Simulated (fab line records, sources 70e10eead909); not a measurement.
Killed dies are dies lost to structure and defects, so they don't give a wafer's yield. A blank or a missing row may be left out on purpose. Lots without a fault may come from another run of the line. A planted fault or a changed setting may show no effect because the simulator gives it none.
fab line records | flow nand_harc
record lots=15 wafers=45 last_day=24
route steps=1159 shown A_STAIRCASE@613
lots that met no fault: from a run of the same line without faults
start_h: hours from the record's first day to the start of the lot's first wafer shown | wait_h: hours since the lot's step before | " the same as in the row above | L1.1+2: a row that stands for several wafers | - no value, or no start given | * or withheld: withheld | < > ~ a bound
route shown NAME@n: a module of which the file shows steps, and the number in the route of the first | usual: mean/standard deviation of fault-free wafers | same: alike in all rows | chamber/n: place in a boat | sites: the reading at each site | _std_site: their standard deviation | _edge_site: outer sites' mean less inner sites' | radius_mm: how far each site lies from the wafer's centre | mask NAME#n: copy n | behind: the tool/chamber that last shaped the wafer | hold: why the lot was held/for how many hours/how that ended | device: the transistor (n, p or np) that didn't switch | end of line: the same wafers' tests at the end of the route | a step without rows: its recipe alone | killed: dies lost to structure and defects at the first sort, not the wafer's yield | map: a wafer's dies, x killed, . not, _ none there
set.NAME: the setting as run; set.NAME@STEP: as run at that earlier step | model.NAME: the simulator's own value behind a step, which no gauge read
steps of the route over a sample of lots; a table a step, a row a wafer
services: from which hour (start_h, from the record's first day; less than 0 if before it) a tool's chamber was out of use, for how many hours, and why
## steps
# step NHARC_A_STAIRCASE_DESCUM_219
# recipe time_s=3 o2_flow_sccm=200 ar_flow_sccm=0 bias_power_w=0 chemistry=O2
# usual drypump_motor_current_A=5.9/0.38 o2_flow_sccm=199.9/0.6 oes_product_au=0.998/0.0078 rf_vpp_V=57.8/0.89 showerhead_plenum_p_Torr=1.92/0.09 throttle_valve_pct=11.311/0.0086
# columns lot.wafer tool chamber start_h wait_h drypump_motor_current_A o2_flow_sccm oes_product_au rf_hours_counter_h rf_vpp_V showerhead_plenum_p_Torr throttle_valve_pct
L489.2 rie_diel-12 3 254.32 - 5.5 199.5 1.002 15 57.1 2.00 11.304
L489.3 " 2 " " 5.8 198.9 1.004 15 57.9 1.94 11.309
L489.5 " 0 " " 5.8 199.0 0.979 - 57.3 2.07 11.309
L491.2 rie_diel-12 2 260.72 - 5.8 199.7 0.991 18 58.3 1.94 11.306
L491.1 " 1 " " 5.9 200.8 0.998 17 59.5 2.05 11.300
L491.6 " 2 " " 5.8 200.6 1.004 - 58.7 1.94 11.308
L496.3 rie_diel-02 0 280.82 - 5.7 199.8 1.005 42 56.6 1.80 11.320
L496.2 " 2 " " 5.3 200.2 1.002 44 57.2 1.89 11.316
L496.5 " 3 " " 6.4 200.4 1.016 - 57.5 1.79 11.318
L495.1 rie_diel-05 0 281.98 - 5.8 201.5 0.992 39 57.3 1.95 11.291
L495.2 " 1 " " 5.9 200.2 1.018 39 57.9 1.91 11.306
L495.6 " 0 " " 5.8 200.5 0.997 - 59.2 1.95 11.324
L497.3 rie_diel-12 1 294.40 - 5.9 199.0 0.994 29 56.2 2.05 11.301
L497.2 " 2 " " 5.8 199.2 0.995 30 58.7 1.93 11.316
L497.5 " 1 " " 5.9 199.0 1.000 - 58.8 2.05 11.310
L498.4 rie_diel-12 2 301.20 - 5.8 199.9 1.001 33 58.1 1.93 11.317
L498.2 " 3 " " 5.5 201.0 0.989 33 56.8 1.99 11.307
L498.3 " 0 " " 5.8 199.9 0.989 33 60.5 2.07 11.315
L504.2 rie_diel-05 3 338.01 - 6.6 198.9 0.994 59 58.3 1.90 11.312
L504.1 " 0 " " 5.8 199.8 0.999 64 58.0 1.94 11.306
L504.3 " 2 " " 6.2 200.0 0.996 63 58.3 2.01 11.318
L501.3 rie_diel-02 0 339.61 - 5.7 200.4 1.003 1 56.9 1.79 11.309
L501.5 " 3 " " 6.4 199.7 1.000 - 57.0 1.79 11.310
L501.6 " 0 " " 5.7 201.1 1.000 - 58.3 1.79 11.317
L505.1 rie_diel-02 0 339.90 - 5.7 199.9 1.006 1 57.8 1.79 11.317
L505.5 " 3 " " 6.4 199.9 1.001 - 57.3 1.79 11.292
L505.6 " 0 " " 5.7 200.3 1.008 - 57.1 1.79 11.298
L506.2 rie_diel-02 1 351.26 - 6.3 199.6 1.014 5 56.8 1.78 11.316
L506.5 " 1 " " 6.3 200.3 0.987 - 58.9 1.78 11.316
L506.6 " 2 " " 5.3 199.7 0.997 - 57.5 1.88 11.316
L507.2 rie_diel-05 1 353.97 - 5.9 200.0 0.996 2 56.1 1.90 11.324
L507.1 " 2 " " 6.2 199.1 0.992 2 57.6 2.01 11.320
L507.4 " 0 " " 5.8 199.5 0.996 2 57.6 1.94 11.308
L508.3 rie_diel-05 3 358.51 - 6.6 198.6 1.007 5 57.8 1.90 11.308
L508.6 " 1 " " 5.9 199.6 1.010 - 58.0 1.90 11.312
L508.5 " 2 " " 6.2 200.3 0.994 - 59.4 2.01 11.313
L512.1 rie_diel-02 0 380.19 - 5.7 199.6 1.015 17 58.6 1.79 11.330
L512.2 " 1 " " 6.3 200.4 1.012 14 57.1 1.78 11.300
L512.4 " 2 " " 5.3 200.3 1.003 17 58.0 1.87 11.311
L511.2 rie_diel-05 2 385.85 - 6.2 199.2 1.002 10 57.5 2.00 11.311
L511.3 " 3 " " 6.6 199.6 1.007 15 56.1 1.90 11.307
L511.6 " 2 " " 6.2 199.4 1.004 - 58.4 2.00 11.308
L510.2 rie_diel-05 3 385.96 - 6.6 198.9 0.995 15 58.8 1.90 11.310
L510.1 " 0 " " 5.8 201.0 0.996 14 58.4 1.94 11.320
L510.5 " 1 " " 5.9 199.2 1.006 - 57.6 1.90 11.309
# step NHARC_A_STAIRCASE_TRIM_224
# recipe time_s=211.2 o2_flow_sccm=500 ar_flow_sccm=0 bias_w=0 chemistry=O2
# usual drypump_motor_current_A=5.9/0.38 o2_flow_sccm=500.1/1.3 oes_product_au=1.000/0.007 rf_vpp_V=57.8/1.1 showerhead_plenum_p_Torr=3.54/0.15 throttle_valve_pct=17.037/0.009
# columns lot.wafer tool chamber start_h wait_h drypump_motor_current_A o2_flow_sccm oes_product_au rf_hours_counter_h rf_vpp_V showerhead_plenum_p_Torr throttle_valve_pct
L489.3 rie_diel-12 0 - - 5.7 500.4 1.003 15 60.8 3.80 17.045
L489.2 " 1 " " 5.9 499.4 0.994 15 59.5 3.77 17.043
L489.5 " 0 " " 5.8 500.9 1.008 - 56.8 3.80 17.022
L491.2 rie_diel-12 1 - - 5.9 499.8 1.001 17 60.0 3.77 17.052
L491.1 " 0 " " 5.7 500.8 0.979 17 58.9 3.80 17.036
L491.6 " 1 " " 5.9 498.0 0.994 - 57.2 3.77 17.034
L496.2 rie_diel-02 3 - - 6.4 500.9 0.999 42 56.1 3.32 17.037
L496.3 " 1 " " 6.2 500.2 1.007 45 57.2 3.31 17.032
L496.5 " 3 " " 6.4 500.4 1.004 - 56.9 3.32 17.032
L495.1 rie_diel-05 0 - - 5.8 500.4 0.986 40 57.6 3.59 17.048
L495.2 " 1 " " 6.0 498.9 0.993 39 57.7 3.53 17.038
L495.6 " 3 " " 6.6 500.0 0.998 - 57.2 3.52 17.023
L497.3 rie_diel-12 0 - - 5.8 499.5 0.992 31 59.0 3.79 17.042
L497.2 " 2 " " 5.8 500.4 0.992 31 58.0 3.56 17.024
L497.5 " 0 " " 5.7 498.9 0.990 - 58.0 3.79 17.046
L498.3 rie_diel-12 3 - - 5.5 498.4 1.005 33 57.4 3.67 17.041
L498.4 " 0 " " 5.8 500.5 0.993 33 58.4 3.79 17.028
L498.2 " 1 " " 5.9 497.4 1.002 32 57.8 3.76 17.055
L504.3 rie_diel-05 0 - - 5.8 500.1 1.000 64 57.9 3.57 17.043
L504.1 " 1 " " 5.9 499.4 0.996 62 57.3 3.52 17.034
L504.2 " 2 " " 6.2 503.3 0.992 63 58.4 3.69 17.027
L501.3 rie_diel-02 2 - - 5.3 499.7 0.991 2 56.1 3.47 17.040
L501.6 " 3 " " 6.4 500.2 1.012 - 58.6 3.31 17.037
L501.5 " 0 " " 5.7 500.5 1.004 - 55.9 3.32 17.054
L505.1 rie_diel-02 3 - - 6.4 500.5 1.013 2 56.8 3.31 17.051
L505.5 " 2 " " 5.3 500.2 0.998 - 58.4 3.47 17.024
L505.6 " 3 " " 6.4 499.5 1.011 - 56.7 3.31 17.036
L506.2 rie_diel-02 3 - - 6.4 500.2 0.998 9 58.2 3.30 17.039
L506.6 " 1 " " 6.3 502.3 0.998 - 58.6 3.30 17.036
L506.5 " 2 " " 5.3 503.9 0.992 - 56.7 3.47 17.025
L507.4 rie_diel-05 1 - - 5.9 496.8 1.010 2 57.3 3.51 17.033
L507.2 " 2 " " 6.2 498.6 1.004 2 59.3 3.69 17.020
L507.1 " 0 " " 5.8 499.5 0.987 2 59.4 3.57 17.028
L508.3 rie_diel-05 0 - - 5.8 502.0 1.007 4 58.7 3.57 17.047
L508.5 " 3 " " 6.6 498.4 0.997 - 57.7 3.50 17.036
L508.6 " 0 " " 5.8 499.8 0.998 - 56.4 3.57 17.048
L512.2 rie_diel-02 1 - - 6.3 500.8 0.999 16 55.9 3.30 17.033
L512.1 " 3 " " 6.4 500.3 1.003 19 56.5 3.30 17.037
L512.4 " 0 " " 5.7 499.4 1.010 19 56.3 3.31 17.035
L511.3 rie_diel-05 3 - - 6.6 497.9 1.004 16 57.7 3.50 17.023
L511.2 " 0 " " 5.8 500.9 1.012 14 55.8 3.57 17.037
L511.6 " 0 " " 5.8 501.2 0.998 - 57.9 3.57 17.038
L510.1 rie_diel-05 3 - - 6.7 499.7 1.011 16 57.2 3.50 17.037
L510.2 " 1 " " 5.9 499.9 1.008 13 57.9 3.51 17.048
L510.5 " 0 " " 5.8 497.1 1.004 - 59.2 3.57 17.034
# step NHARC_A_STAIRCASE_STRIP_238
# recipe power_w=1500 temp_c=250 chemistry=O2
# usual drypump_motor_current_A=5.6/0.58 heater_power_w=318/20 rf_refl_power_W=19/5
# columns lot.wafer tool chamber start_h wait_h drypump_motor_current_A heater_power_w rf_hours_counter_h rf_refl_power_W
L489.2 plasma_asher-01 1 258.54 0.2 6.3 313 53 -
L489.3 " 1 " " 6.3 315 - -
L489.5 " 1 " " 6.3 316 - -
L491.2 plasma_asher-02 1 263.12 0.1 6.1 344 22 18
L491.1 " 0 " " 4.9 303 22 28
L491.6 " 1 " " 6.1 339 - 18
L496.2 plasma_asher-02 1 283.39 0.5 6.1 342 30 20
L496.3 " 1 " " 6.1 345 - 19
L496.5 " 1 " " 6.1 331 - 19
L495.1 plasma_asher-02 0 284.28 0.1 4.9 310 31 27
L495.2 " 1 " " 6.1 332 31 18
L495.6 " 1 " " 6.1 340 - 20
L497.2 plasma_asher-01 1 297.60 0.1 6.3 296 5 14
L497.3 " 0 " " 5.2 335 - 21
L497.5 " 1 " " 6.3 293 - 13
L498.2 plasma_asher-02 0 303.42 0.1 4.9 306 38 27
L498.3 " 0 " " 4.9 304 - 27
L498.4 " 1 " " 6.1 331 - 20
L504.1 plasma_asher-02 0 343.01 0.1 4.9 302 49 28
L504.2 " 1 " " 6.1 324 49 18
L504.3 " 0 " " 4.9 293 - 27
L501.3 plasma_asher-01 1 343.12 0.2 6.3 294 - 14
L501.5 " 0 " " 5.3 336 - 21
L501.6 " 1 " " 6.3 292 - 13
L505.1 plasma_asher-01 0 343.37 0.1 5.2 345 20 21
L505.6 " 0 " " 5.3 329 - 21
L505.5 " 1 " " 6.3 290 - 13
L506.2 plasma_asher-01 0 353.98 0.1 5.2 335 24 21
L506.6 " 0 " " 5.2 344 - 22
L506.5 " 1 " " 6.3 301 - 13
L507.2 plasma_asher-01 0 356.21 0.1 5.2 332 25 22
L507.1 " 1 " " 6.3 291 25 14
L507.4 " 1 " " 6.3 297 - 12
L508.3 plasma_asher-01 1 360.91 0.2 6.2 292 - 14
L508.6 " 1 " " 6.2 296 - 13
L508.5 " 0 " " 5.2 341 - 21
L512.2 plasma_asher-02 0 383.92 0.1 4.9 290 3 26
L512.1 " 1 " " 6.1 319 3 20
L512.4 " 0 " " 4.9 296 - 28
L510.1 plasma_asher-01 0 388.35 0.1 5.2 331 35 22
L510.2 " 1 " " 6.3 298 35 13
L510.5 " 1 " " 6.3 296 - 13
L511.2 plasma_asher-02 0 388.37 0.1 4.9 299 5 -
L511.3 " 1 " " 6.1 323 - -
L511.6 " 0 " " 4.9 299 - -
# step NHARC_A_STAIRCASE_EXPOSE_247
# recipe na=0.5 dose_mj=25.34 mask_id=SDS_1
# usual exposure_dose_mJ_cm2=25.313/0.022 focus_offset_nm=0.0/0.59
# columns lot.wafer tool chamber start_h wait_h mask exposure_dose_mJ_cm2 focus_offset_nm
L489.2 krf_scanner-03 0 259.52 - SDS_1#0 25.346 -0.7
L489.3 " 0 " " SDS_1#0 25.303 0.2
L489.5 " 0 " " SDS_1#0 25.318 -0.4
L491.1 krf_scanner-04 0 264.40 - SDS_1#0 25.324 0.3
L491.2 " 0 " " SDS_1#0 25.277 0.2
L491.6 " 0 " " SDS_1#0 25.301 0.6
L496.2 krf_scanner-01 0 284.54 - SDS_1#0 25.316 1.2
L496.3 " 0 " " SDS_1#0 25.322 1.0
L496.5 " 0 " " SDS_1#0 25.313 0.5
L495.1 krf_scanner-01 0 285.29 - SDS_1#0 25.335 -0.7
L495.2 " 0 " " SDS_1#0 25.301 -0.2
L495.6 " 0 " " SDS_1#0 25.331 0.3
L497.2 krf_scanner-03 0 298.70 - SDS_1#0 25.332 0.0
L497.3 " 0 " " SDS_1#0 25.357 -0.1
L497.5 " 0 " " SDS_1#0 25.339 -0.4
L498.2 krf_scanner-03 0 304.44 - SDS_1#0 25.363 0.0
L498.3 " 0 " " SDS_1#0 25.336 0.7
L498.4 " 0 " " SDS_1#0 25.317 -0.5
L501.3 krf_scanner-04 0 344.01 - SDS_1#0 25.304 0.8
L501.5 " 0 " " SDS_1#0 25.337 0.2
L501.6 " 0 " " SDS_1#0 25.328 0.7
L504.1 krf_scanner-01 - 344.16 - SDS_1#0 - -
L504.2 " - " " SDS_1#0 - -
L504.3 " - " " SDS_1#0 - -
L505.1 krf_scanner-04 - 344.51 - SDS_1#0 - -
L505.5 " - " " SDS_1#0 - -
L505.6 " - " " SDS_1#0 - -
L506.2 krf_scanner-01 - 355.12 - SDS_1#0 - -
L506.5 " - " " SDS_1#0 - -
L506.6 " - " " SDS_1#0 - -
L507.1 krf_scanner-04 0 357.35 - SDS_1#0 25.310 0.6
L507.2 " 0 " " SDS_1#0 25.307 0.2
L507.4 " 0 " " SDS_1#0 25.301 0.4
L508.3 krf_scanner-04 0 361.86 - SDS_1#0 25.331 -0.9
L508.5 " 0 " " SDS_1#0 25.318 -0.8
L508.6 " 0 " " SDS_1#0 25.305 -0.3
L512.1 krf_scanner-01 0 385.06 - SDS_1#0 25.326 0.4
L512.2 " 0 " " SDS_1#0 25.298 0.7
L512.4 " 0 " " SDS_1#0 25.330 0.0
L511.2 krf_scanner-03 0 389.51 - SDS_1#0 25.318 -0.1
L511.3 " 0 " " SDS_1#0 25.314 0.0
L511.6 " 0 " " SDS_1#0 25.352 0.2
L510.1 krf_scanner-01 0 389.66 - SDS_1#0 25.318 -0.2
L510.2 " 0 " " SDS_1#0 25.305 0.0
L510.5 " 0 " " SDS_1#0 25.265 0.4
## services
# columns tool chamber start_h hours kind
rie_diel-05 0 246.18 - clean
rie_diel-05 1 246.18 - clean
rie_diel-05 2 246.18 - clean
rie_diel-05 3 246.18 - clean
krf_scanner-01 - 252.01 0.4 repair
krf_scanner-01 - 256.00 4.0 pm
krf_scanner-03 - 260.12 0.4 repair
rie_diel-02 2 269.84 3.8 repair
rie_diel-05 0 270.68 - clean
rie_diel-05 1 270.68 - clean
plasma_asher-01 - 276.16 9.0 pm
krf_scanner-03 - 288.46 2.4 repair
rie_diel-02 1 290.03 6.3 repair
krf_scanner-04 - 298.00 4.0 pm
rie_diel-02 - 328.07 9.0 pm
rie_diel-12 2 339.80 17.4 repair
krf_scanner-03 - 340.00 4.0 pm
rie_diel-05 - 340.66 9.0 pm
plasma_asher-01 - 349.08 0.4 repair
rie_diel-05 2 360.06 14.7 repair
plasma_asher-02 - 360.17 9.0 pm
krf_scanner-01 - 368.07 1.1 repair
krf_scanner-03 - 370.67 2.3 repair
rie_diel-12 - 379.51 9.0 pm
## key
first_sign step=NHARC_A_STAIRCASE_EXPOSE_247 reading=tool_record direction=missing
effect none on later readings
met_at NHARC_A_STAIRCASE_EXPOSE_247
struck_lots L504,L505,L506
later_rows_left_out L504.1,L504.2,L504.3,L505.1,L505.5,L505.6,L506.2,L506.5,L506.6
sort_left_out L504.1,L504.2,L504.3,L505.1,L505.5,L505.6,L506.2,L506.5,L506.6
tester_left_out L504,L505,L506
not_acting_at NHARC_A_STAIRCASE_DESCUM_219,NHARC_A_STAIRCASE_TRIM_224,NHARC_A_STAIRCASE_STRIP_238
onset_between 344.01 344.16
fault kind=skipped_step_whole tool=krf_scanner-01,krf_scanner-04 chamber=- onset_h=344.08 steps=NHARC_A_STAIRCASE_EXPOSE_247 scope=struck_lots_only
# tester_left_out: of these lots the tester's yield and bins aren't shown, on N5 and GAA mostly nor the transistor test; their killed dies are dies lost to structure and defects alone, not to doping, threshold or leakage, so they don't give the yield
# sort_left_out: the simulated sort isn't trusted on such a fault, so these wafers' sort isn't shown, and their yield isn't known
# later_rows_left_out: the simulator's readings of these wafers behind a module that went badly wrong aren't trusted and aren't shown, but for the sort
